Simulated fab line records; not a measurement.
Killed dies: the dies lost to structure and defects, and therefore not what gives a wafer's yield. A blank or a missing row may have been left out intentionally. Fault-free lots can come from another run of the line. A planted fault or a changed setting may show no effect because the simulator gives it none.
fab line records | flow nandHarc
[record] lots = 12 wafers = 36 lastDay = 24
route steps=1159 shown P_GATE@155 END@1159
lots with no fault: from the same line, run without faults
startH: hours from the record's first day to the start of the lot's first wafer shown | waitH: hours from the lot's prior step to this one | " unchanged from the row above | L1.1+2: a single row standing in for several wafers | - no value, or no start given | * or withheld: withheld | < > ~ a bound
route shown NAME@n: NAME is a module with steps in the file, n the number in the route of the first one | usual: average and standard deviation across the fault-free wafers | same: alike in all rows | chamber/n: place in a boat | sites: readings site by site | _std_site: how widely they spread, as a standard deviation | _edge_site: outer sites' mean less inner sites' | radiusMm: for every site, how far away it sits from the centre of the wafer | mask NAME#n: copy n | behind: the last tool/chamber to shape the wafer | hold: cause of the lot's hold/its duration in hours/its outcome | device: names the non-switching transistor (n, p or np) | end of line: the same wafers' tests at the end of the route | step lacking rows: just its recipe | killed: count of dies lost to structure and defects at first sort (not the wafer's yield) | map: per-die view of a wafer (x killed, . not killed, _ where there is no die)
set.NAME: the setting the step ran with; set.NAME@STEP: the setting that earlier step ran with | model.NAME: the simulator's own value behind a step, which no gauge read
route steps across a sampled set of lots; one table per step, one row per wafer
services: from which hour (startH, from the record's first day; less than 0 if before it) a tool's chamber was out of use, for how many hours, and why
[[steps]]
[step NHARC_P_GATE_ALD_36]
[recipe] targetThkA = 200 pulseTimeS = 60 aldCycles = 223 tempC = 400 material = SiNx
[usual] heaterPowerW = 818/120 precursorPulseHeightRel = 1.002/0.019
// columns lot.wafer tool chamber startH waitH heaterPowerW precursorPulseHeightRel
L502.3 aldSin-02 2 107.32 - 870 0.991
L502.4 " 0 109.45 - 876 0.978
L502.5 " 1 110.51 - 615 1.030
L505.3 aldSin-04 3 115.53 - 907 0.988
L505.4 " 2 118.69 - 924 1.016
L505.5 " 0 120.79 - 747 1.028
L507.1 aldSin-02 2 123.73 - 901 0.993
L507.5 " 1 126.84 - 636 1.021
L507.6 " 2 127.88 - 907 0.994
L508.1 aldSin-03 2 133.00 - 695 0.943
L508.2 " 0 135.11 - 1040 0.981
L508.6 " 1 136.17 - 839 1.010
L510.3 aldSin-02 1 143.78 - 612 1.002
L510.4 " 3 145.88 - 679 1.005
L510.2 " 0 146.94 - 907 1.009
L511.1 aldSin-03 0 159.11 - 1078 0.979
L511.5 " 2 161.18 - 710 1.005
L511.6 " 3 162.22 - 821 1.006
L513.3 aldSin-03 0 170.79 - 1070 1.016
L513.2 " 1 171.84 - 847 0.982
L513.5 " 0 174.98 - 1052 0.981
L512.1 aldSin-04 2 172.29 - 923 0.997
L512.5 " 3 173.33 - 883 1.030
L512.6 " 0 174.38 - 744 0.968
L521.3 aldSin-04 3 209.54 - 860 1.034
L521.1 " 0 210.60 - 713 0.977
L521.5 " 2 212.71 - 879 1.018
L523.1 aldSin-02 1 218.23 - 633 0.991
L523.2 " 2 219.30 - 895 0.985
L523.3 " 3 220.38 - 695 1.010
L522.3 aldSin-03 3 219.07 - 801 1.005
L522.5 " 2 222.27 - 704 0.985
L522.6 " 3 223.34 - 815 1.016
L524.2 aldSin-03 2 235.35 - 702 0.972
L524.3 " 0 237.47 - 1085 1.015
L524.5 " 2 239.59 - 706 1.016
[step NHARC_P_GATE_STRIP_101]
[recipe] timeS = 20 o2FlowSccm = 500 arFlowSccm = 0 biasW = 0 chemistry = O2
[usual] drypumpMotorCurrentA = 5.7/0.31 oesProductAu = 1.000/0.008 rfVppV = 57.9/0.82 showerheadPlenumPTorr = 3.55/0.18 throttleValvePct = 17.037/0.0091
// columns lot.wafer tool chamber startH waitH drypumpMotorCurrentA oesProductAu rfHoursCounterH rfVppV showerheadPlenumPTorr throttleValvePct
L502.3 rieDiel-12 2 115.91 0.1 4.9 1.000 28 57.8 3.33 17.027
L502.4 " 1 " " 5.2 0.985 29 58.7 3.73 17.041
L502.5 " 2 " " 4.9 0.998 - 58.6 3.33 17.048
L505.4 rieDiel-11 3 125.11 0.1 5.8 1.001 20 58.1 3.59 17.055
L505.3 " 2 " " 5.8 0.994 20 57.8 3.36 17.052
L505.5 " 3 " " 5.8 0.994 - 58.1 3.59 17.032
L507.1 rieDiel-11 2 132.19 0.1 5.8 0.999 21 57.9 3.36 17.013
L507.5 " 1 " " 5.6 1.000 - 57.1 3.76 17.053
L507.6 " 2 " " 5.8 1.000 - 56.8 3.36 17.048
L508.2 rieDiel-12 1 141.56 0.1 5.2 1.002 37 59.2 3.72 17.034
L508.1 " 3 " " 5.4 1.017 34 56.9 3.28 17.038
L508.6 " 1 " " 5.2 0.995 - 60.0 3.72 17.034
L510.2 rieDiel-11 3 153.58 0.3 5.8 0.998 26 58.3 3.59 17.030
L510.3 " 1 " " 5.5 1.012 27 57.9 3.75 17.041
L510.4 " 1 " " 5.6 1.008 - 57.5 3.75 17.027
L511.1 rieDiel-11 2 166.53 0.1 5.8 1.002 25 57.8 3.36 17.039
L511.5 " 0 " " 5.6 0.996 - 58.2 3.73 17.024
L511.6 " 1 " " 5.6 1.005 - 57.7 3.75 17.042
L512.1 rieDiel-11 0 178.70 0.1 5.6 0.999 32 57.4 3.72 17.034
L512.5 " 2 " " 5.8 1.011 - 57.8 3.35 17.031
L512.6 " 3 " " 5.8 1.006 - 57.5 3.59 17.029
L513.3 rieDiel-11 0 179.30 0.1 5.6 0.999 32 57.2 3.72 17.032
L513.2 " 1 " " 5.6 0.998 32 58.5 3.75 17.017
L513.5 " 3 " " 5.8 0.997 - 59.2 3.59 17.035
L521.3 rieDiel-11 0 217.04 0.1 5.6 1.002 4 58.4 3.72 17.046
L521.1 " 3 " " 5.8 1.008 4 56.8 3.58 17.026
L521.5 " 1 " " 5.6 0.997 - 58.7 3.75 17.036
L522.3 rieDiel-11 1 227.68 0.1 5.6 1.003 5 57.7 3.75 17.046
L522.6 " 2 " " 5.8 0.991 - 58.5 3.35 17.034
L522.5 " 3 " " 5.8 0.993 - 59.4 3.58 17.046
L523.3 rieDiel-11 2 227.95 0.1 5.8 1.005 5 57.1 3.35 17.042
L523.2 " 3 " " 5.8 0.995 5 56.8 3.58 17.054
L523.1 " 0 " " 5.6 0.999 6 58.0 3.72 17.038
L524.2 rieDiel-01 0 244.15 0.2 6.4 1.005 33 56.5 3.30 17.053
L524.3 " 1 " " 5.7 1.003 35 57.9 3.58 17.048
L524.5 " 0 " " 6.4 0.993 - 57.6 3.30 17.041
[step NHARC_P_GATE_EXPOSE_43]
[recipe] na = 0.6 targetCdNm = 720 doseMj = 14.81 maskId = P_NSD
// columns lot.wafer tool chamber startH waitH mask
L502.3+4+5 krfScanner-04 0 116.68 - P_NSD#0
L505.3+4+5 krfScanner-04 0 125.76 - P_NSD#0
L507.1+5+6 krfScanner-03 0 132.83 - P_NSD#0
L508.1+2+6 krfScanner-03 0 142.32 - P_NSD#0
L510.2+3+4 krfScanner-01 0 154.35 - P_NSD#0
L511.1+5+6 krfScanner-01 0 167.29 - P_NSD#0
L512.1+5+6 krfScanner-01 0 179.58 - P_PSD#0
L513.2+3+5 krfScanner-01 0 179.96 - P_NSD#0
L521.1+3+5 krfScanner-04 0 217.68 - P_NSD#0
L522.3+5+6 krfScanner-01 0 228.45 - P_NSD#0
L523.1+2+3 krfScanner-03 0 228.71 - P_NSD#0
L524.2+3+5 krfScanner-01 0 244.92 - P_NSD#0
[step NHARC_P_GATE_CD_MEAS_46]
[recipe] targetCdNm = 720 landingEnergyEv = 500
[usual] cdNm = 719.8/1.3
// columns lot.wafer tool chamber startH waitH cdNm
L502.3 cdSem-03 0 116.84 - 720.2
L502.4 " 0 " " 719.8
L502.5 " 0 " " 719.6
L505.3 cdSem-03 0 125.91 - 718.8
L505.4 " 0 " " 719.0
L505.5 " 0 " " 719.1
L507.1 cdSem-02 0 132.98 - 720.2
L507.5 " 0 " " 721.9
L507.6 " 0 " " 719.4
L508.1 cdSem-03 0 142.47 - 720.4
L508.2 " 0 " " 721.3
L508.6 " 0 " " 718.4
L510.2 cdSem-03 0 154.51 - 720.3
L510.3 " 0 " " 719.5
L510.4 " 0 " " 719.6
L511.1 cdSem-03 0 167.45 - 720.8
L511.5 " 0 " " 721.5
L511.6 " 0 " " 722.8
L512.1 cdSem-02 0 179.74 - -
L512.5 " 0 " " -
L512.6 " 0 " " -
L513.2 cdSem-03 0 180.12 - 718.0
L513.3 " 0 " " 720.8
L513.5 " 0 " " 720.5
L521.1 cdSem-01 0 217.84 - 720.1
L521.3 " 0 " " 719.9
L521.5 " 0 " " 717.3
L522.3 cdSem-02 0 228.60 - 719.6
L522.5 " 0 " " 720.9
L522.6 " 0 " " 720.3
L523.1 cdSem-03 0 228.87 - 719.4
L523.2 " 0 " " 719.8
L523.3 " 0 " " 718.6
L524.2 cdSem-01 0 245.07 - 719.0
L524.3 " 0 " " 721.6
L524.5 " 0 " " 719.6
[step NHARC_P_GATE_STRIP_111]
[recipe] powerW = 1500 tempC = 110 timeS = 250 chemistry = N2/H2
[usual] drypumpMotorCurrentA = 5.7/0.45 heaterPowerW = 94/8.5
// columns lot.wafer tool chamber startH waitH drypumpMotorCurrentA heaterPowerW rfHoursCounterH
L502.3 plasmaAsher-01 0 117.50 0.2 6.4 106 -
L502.4 " 1 " " 5.8 98 -
L502.5 " 0 " " 6.5 106 -
L505.4 plasmaAsher-02 0 126.54 0.2 5.7 93 -
L505.3 " 1 " " 5.2 81 -
L505.5 " 0 " " 5.7 94 -
L507.1 plasmaAsher-02 1 133.57 0.2 5.2 81 42
L507.6 " 0 " " 5.7 92 -
L507.5 " 1 " " 5.2 80 -
L508.2 plasmaAsher-01 1 143.10 0.2 5.8 98 11
L508.1 " 0 " " 6.4 106 11
L508.6 " 1 " " 5.8 96 -
L510.2 plasmaAsher-02 0 155.06 0.2 5.7 92 49
L510.3 " 0 " " 5.8 93 -
L510.4 " 1 " " 5.2 83 -
L511.1 plasmaAsher-02 1 168.18 0.3 5.2 80 54
L511.6 " 0 " " 5.7 93 -
L511.5 " 1 " " 5.2 81 -
L512.1 plasmaAsher-01 0 180.38 0.2 6.4 105 21
L512.6 " 1 " " 5.8 99 -
L512.5 " 0 " " 6.4 108 -
L513.2 plasmaAsher-02 1 180.64 0.2 5.2 81 58
L513.3 " 0 " " 5.7 92 -
L513.5 " 0 " " 5.7 92 -
L521.1 plasmaAsher-02 1 218.36 0.2 5.2 86 10
L521.3 " 0 " " 5.7 92 -
L521.5 " 1 " " 5.2 84 -
L522.3 plasmaAsher-01 1 229.24 0.2 5.8 97 -
L522.5 " 1 " " 5.8 97 -
L522.6 " 0 " " 6.5 103 -
L523.1 plasmaAsher-02 0 229.40 0.2 5.7 92 14
L523.2 " 1 " " 5.2 88 14
L523.3 " 0 " " 5.7 90 -
L524.2 plasmaAsher-01 0 245.64 0.2 6.5 105 46
L524.3 " 1 " " 5.8 99 -
L524.5 " 0 " " 6.5 105 -
[step NHARC_END_SORT_01]
[recipe] tempC = 25
[usual] killedAtArray = 24/7.4 killedAtOther = 0.5/0.81 killedAtPeriphery = 3.4/2.3 killedDies = 28/8 killedOpen = 3.4/1.8 killedShort = 2.0/1.4
[same] grossDies = 677
// columns lot.wafer tool chamber startH waitH killedAtArray killedAtOther killedAtPeriphery killedDies killedOpen killedShort
L512.1 prober-02 0 524.86 2.5 15 1 661 677 3 1
L512.5 prober-02 0 528.07 3.7 16 0 661 677 2 2
L512.6 prober-02 0 528.87 4.0 20 0 657 677 0 2
// killed by level:class
L512.1 P_GATE:areaExpose=661 A_CHANNEL_HOLE_D1:chamberFilmFlake=6 A_STAIRCASE:chamberFilmFlake=3 A_CONTACT:chamberFilmFlake=3 A_M0:geometricParticle:open=2 A_CONTACT:geometricParticle:open=1 STARTING-WAFER:geometricParticle:short=1
L512.5 P_GATE:areaExpose=660 A_CHANNEL_HOLE_D1:chamberFilmFlake=9 A_STAIRCASE:chamberFilmFlake=3 A_WL_FILL:geometricParticle:short=2 A_CHANNEL_FILL_D1:geometricParticle:open=1 A_M1:geometricParticle:open=1 P_ZERO_WELL:chamberFilmFlake=1
L512.6 P_GATE:areaExpose=656 A_CHANNEL_HOLE_D1:chamberFilmFlake=9 A_STAIRCASE:chamberFilmFlake=6 A_CONTACT:chamberFilmFlake=2 A_CHANNEL_FILL_D1:geometricParticle:short=1 A_M0:geometricParticle:short=1 P_M2:chamberFilmFlake=1 A_ZERO_WELL:chamberFilmFlake=1
[[services]]
// columns tool chamber startH hours kind
krfScanner-01 - 84.00 4.0 pm
rieDiel-12 2 94.19 3.5 repair
rieDiel-11 0 95.21 - clean
rieDiel-11 1 95.21 - clean
rieDiel-11 2 95.21 - clean
rieDiel-11 3 95.21 - clean
plasmaAsher-01 - 99.00 9.0 pm
aldSin-03 - 102.00 10.0 pm
aldSin-03 1 113.74 11.2 repair
rieDiel-12 0 116.79 6.0 repair
krfScanner-04 - 126.00 4.0 pm
rieDiel-01 - 137.80 9.0 pm
rieDiel-11 2 140.05 15.5 repair
krfScanner-03 - 168.02 4.0 pm
aldSin-03 0 180.40 9.3 repair
plasmaAsher-02 - 183.00 9.0 pm
rieDiel-11 - 189.50 9.0 pm
aldSin-04 - 190.31 10.0 pm
plasmaAsher-02 - 197.29 1.3 repair
rieDiel-12 - 202.42 9.0 pm
krfScanner-04 - 208.46 1.8 repair
aldSin-02 - 231.10 10.0 pm
rieDiel-11 2 242.59 42.5 repair
plasmaAsher-02 - 242.83 1.2 repair
[[key]]
[firstSign] step = NHARC_P_GATE_EXPOSE_43 reading = mask direction = changed
[effect] step = NHARC_P_GATE_CD_MEAS_46 reading = cdNm direction = missing
[effect] step = NHARC_END_SORT_01 reading = killedAtPeriphery direction = up sigmas = 99+ usual = 3.4 struck = 659.7
[moreKillsBornAt] NHARC_P_GATE_EXPOSE_43@krfScanner-01 = 1977
metAt NHARC_P_GATE_EXPOSE_43
struckLots L512
laterRowsLeftOut L512.1,L512.5,L512.6
testerLeftOut L512
notActingAt NHARC_P_GATE_ALD_36,NHARC_P_GATE_STRIP_101,NHARC_P_GATE_STRIP_111
onsetBetween 167.29 179.58
[fault] kind = wrongMask tool = any chamber = - onsetH = 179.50 steps = NHARC_P_GATE_EXPOSE_43 auxCopy = P_PSD#0 scope = struckLotsOnly
// testerLeftOut: of these lots the tester's yield and bins aren't shown, on N5 and GAA mostly nor the transistor test; their killed dies are dies lost to structure and defects alone, not to doping, threshold or leakage, so they don't give the yield
// laterRowsLeftOut: the simulator's readings of these wafers behind a module that went badly wrong aren't trusted and aren't shown, but for the sort
